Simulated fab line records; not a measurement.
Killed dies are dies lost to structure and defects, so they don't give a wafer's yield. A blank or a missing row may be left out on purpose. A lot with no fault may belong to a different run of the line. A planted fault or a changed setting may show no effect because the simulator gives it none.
Problem report, 8D (eight disciplines) form, completed by code ; flow nandHarc ; the parts of the form that need people (team, actions taken, sign-off) are left out

1. WHAT IS WRONG
A mean of 1.154 a.u. is read at NHARC_A_STAIRCASE_ETCH_236 for oesProductAu, taken on 1 wafer of 1 lot, against 0.947 a.u. (standard deviation 0.012) on wafers free of any fault. That is +17 standard deviations from the usual mean.
The step: etches the open film in C4F8/O2, target depth 100 nm, time 40.5 s.
The first sign was on wafer L784.4 at day 21 14:16, on rieDiel-08. The record holds 39 wafers of 13 lots with a number at this step. Rule for "out" (also "out of limits"): further than 4 standard deviations from the usual mean. The rest of the wafers with a number are treated as sound.

2. WHAT IT IS; WHAT IT IS NOT
question;is;is not
which readings at this step;oesProductAu;rfVppV
which lots;L784;L771, L772, L773, L774, L775, L776, L777, L786, L791, L792, L793, L794
which wafers of those lots;L784.4;L784.1, L784.2
read on which tools;rieDiel-08;rieDiel-07, rieDiel-10
when;from day 21 14:16;"up to then (23 sound wafers); but 15 sound wafers of L786, L791, L792, L793, L794 came after"

3. SUSPECTS, AND WHAT RULES EACH OUT
Counting: if a tool at a process step up to the reading ran every lot that is out, it stays a suspect. Sound lots after the first of them don't rule it out here, since some wafers of a struck lot are sound.
- plasmaAsher-02 at NHARC_A_STAIRCASE_STRIP_205 (strips in O2): kept. It ran the lot that is out, L784 (day 21 10:46); its last sound lot up to then is L775 (day 18 01:34).
- rieDiel-10 at NHARC_A_STAIRCASE_TRIM_224 (chemistry O2, time 211.2 s): kept. It ran the lot that is out, L784 (day 21 14:16); its last sound lot up to then is L774 (day 17 17:53). With no start given for some of its lots, NHARC_A_STAIRCASE_TRIM_224 uses the hours and lot order of NHARC_A_STAIRCASE_ETCH_236.
- rieDiel-08 at NHARC_A_STAIRCASE_TRIM_231 (chemistry O2, time 211.2 s): kept. It ran the lot that is out, L784 (day 21 14:16); its last sound lot up to then is L777 (day 19 07:32). With no start given for some of its lots, NHARC_A_STAIRCASE_TRIM_231 uses the hours and lot order of NHARC_A_STAIRCASE_ETCH_236.
- rieDiel-08 at NHARC_A_STAIRCASE_ETCH_236 (etches the open film in C4F8/O2, target depth 100 nm, time 40.5 s): kept. It ran the lot that is out, L784 (day 21 14:16); its last sound lot up to then is L777 (day 19 07:32). On those wafers its own readings are out: oesProductAu.
- rieDiel-10, NHARC_A_STAIRCASE_TRIM_224: wafers that are out in chamber 3, sound lot-mates in chambers 0, 2.
- rieDiel-08, NHARC_A_STAIRCASE_TRIM_231: wafers that are out in chamber 0, sound lot-mates in chambers 1, 2.
- rieDiel-08, NHARC_A_STAIRCASE_ETCH_236: wafers that are out in chamber 0, sound lot-mates in chambers 2, 3.
Left after counting: plasmaAsher-02 at NHARC_A_STAIRCASE_STRIP_205, rieDiel-10 at NHARC_A_STAIRCASE_TRIM_224, rieDiel-08 at NHARC_A_STAIRCASE_TRIM_231, rieDiel-08 at NHARC_A_STAIRCASE_ETCH_236.

4. THE CAUSE (what the simulator had put in)
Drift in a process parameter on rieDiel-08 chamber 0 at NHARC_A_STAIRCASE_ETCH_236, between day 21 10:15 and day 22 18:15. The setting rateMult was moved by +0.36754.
Of the 4 suspects that counting leaves, this tool is one.

5. THE CHAIN OF EFFECTS, in route order
Each row: a reading where the mean over the struck wafers with a number is more than 3 standard deviations away from the usual. Only readings for which the record gives a usual standard deviation are gone through. hours: the time from each lot's start at the first step in this table that gives one to its start at this step, as a median over the lots. sigmas: the change in usual standard deviations.
hours;step;reading;usual;on struck wafers;change;sigmas
0;NHARC_A_STAIRCASE_ETCH_236;oesProductAu;0.947 a.u.;1.154;+0.207;+17
Its process steps:
- NHARC_A_STAIRCASE_ETCH_236: etches the open film in C4F8/O2, target depth 100 nm, time 40.5 s.

6. WHAT WOULD HAVE CAUGHT IT SOONER
First out-of-limits reading in this record: day 21 14:16, which is 4 hours after fault onset at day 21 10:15.
